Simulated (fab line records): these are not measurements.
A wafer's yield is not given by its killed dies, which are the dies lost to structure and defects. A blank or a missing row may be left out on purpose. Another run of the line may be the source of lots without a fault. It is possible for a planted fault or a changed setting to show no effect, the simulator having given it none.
Chamber matching -- flow n5 finfet -- N5_HKMG_FIN_ETCH_67 on rie diel-04: 4 sister chambers
The step etches SOC in N2/H2, stops on TiN, target depth 388.9 nm. 14 wafers are shown with their chamber, then 7 later ones without.

== WAFERS WITH THEIR CHAMBER ==
wafer,chamber,showerhead plenum p Torr (Torr),drypump motor current A (A),throttle valve pct (%)
L074.3,2,2.55,5.3,18.27
L074.5,0,2.74,5.6,17.81
L074.6,3,2.49,6.1,17.55
L082.2,2,2.54,5.3,18.33
L082.3,1,2.63,5.5,17.66
L082.6,0,2.73,5.6,17.85
L088.1,3,2.48,6.1,17.25
L088.2,1,2.63,5.4,17.71
L088.3,2,2.53,5.3,18.33
L089.1,0,2.72,5.6,17.88
L089.3,2,2.53,5.3,18.34
L089.4,3,2.48,6.0,17.25
L090.2,0,2.72,5.6,17.88
L090.3,3,2.48,6.0,17.25

SIGNATURES (averages over the wafers above)
reading,chamber 0,chamber 1,chamber 2,chamber 3,scatter within a chamber
showerhead plenum p Torr,2.7275,2.6300,2.5375,2.4825,0.00791
drypump motor current A,5.600,5.450,5.300,6.050,0.0387
throttle valve pct,17.8550,17.6850,18.3175,17.3250,0.0867
Rule: a wafer lies at a distance from a chamber equal to the root of the sum of squares, over the readings, of (its reading less the chamber's mean, divided by the reading's scatter). The wafer belongs to the nearest chamber; if the next one is less than 2 further off, it can't be placed. The scatter: the root of (the sum of the squares of (reading less its chamber's mean) over the shown wafers, divided by (wafers less chambers)).

== WAFERS WITHOUT THEIR CHAMBER ==
wafer,showerhead plenum p Torr (Torr),drypump motor current A (A),throttle valve pct (%)
L090.5,2.72,5.6,17.89
L091.3,2.72,5.6,17.90
L091.4,2.48,6.1,17.27
L091.6,2.53,5.3,18.36
L093.1,2.72,5.6,17.89
L093.4,2.53,5.3,18.36
L093.6,2.47,6.0,17.27

== THE CHAMBER EACH PASSED THROUGH ==
wafer,from the rows above,in truth
L090.5,0,0
L091.3,0,0
L091.4,3,3
L091.6,2,2
L093.1,0,0
L093.4,2,2
L093.6,3,3
Placed correctly: 7 of 7. Left unplaced by these rows: 0. Wrongly placed: 0.
